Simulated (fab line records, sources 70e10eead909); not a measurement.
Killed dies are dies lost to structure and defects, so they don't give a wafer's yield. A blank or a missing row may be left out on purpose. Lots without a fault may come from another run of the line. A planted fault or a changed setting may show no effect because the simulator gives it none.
Chamber matching | flow nand_harc | NHARC_A_CHANNEL_FILL_D1_ALD_14 on ald_hk-01: 4 sister chambers
The step deposits SiO2, target thk 2.5 nm, pulse time 10 s, ald cycles 25. 4 wafers are shown with their chamber, then 8 later ones without.

WAFERS WITH THEIR CHAMBER
wafer  | chamber | heater_power_w (W)
L305.5 | 2       | 438
L310.4 | 0       | 484
L310.5 | 1       | 493
L319.1 | 3       | 416

WAFERS WITHOUT THEIR CHAMBER
wafer  | heater_power_w (W)
L319.2 | 501
L319.6 | 491
L318.1 | 486
L318.3 | 475
L318.6 | 479
L321.2 | 416
L321.3 | 435
L321.6 | 448

WHICH CHAMBER EACH WENT THROUGH
wafer  | from the rows above     | in truth
L319.2 | can't be placed: 1 or 0 | 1
L319.6 | can't be placed: 1 or 0 | 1
L318.1 | can't be placed: 0 or 1 | 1
L318.3 | can't be placed: 0 or 1 | 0
L318.6 | can't be placed: 0 or 1 | 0
L321.2 | 3                       | 3
L321.3 | 2                       | 2
L321.6 | 2                       | 2
Placed correctly: 3 of 8. Can't be placed from these rows: 5 (the true chamber is among the candidates in 5). Placed wrongly: 0.
How it was worked out, from the rows above alone: a wafer's distance from a chamber is the root of the sum, over the readings, of the square of ((its reading less the chamber's mean) divided by the reading's scatter). The wafer belongs to the nearest chamber; if the next one is less than 2 further off, it can't be placed. A chamber's mean is the mean of its shown wafers. The scatter: with one shown wafer a chamber, the root of the mean of the squares of how far each hidden wafer lies from its nearest shown one.
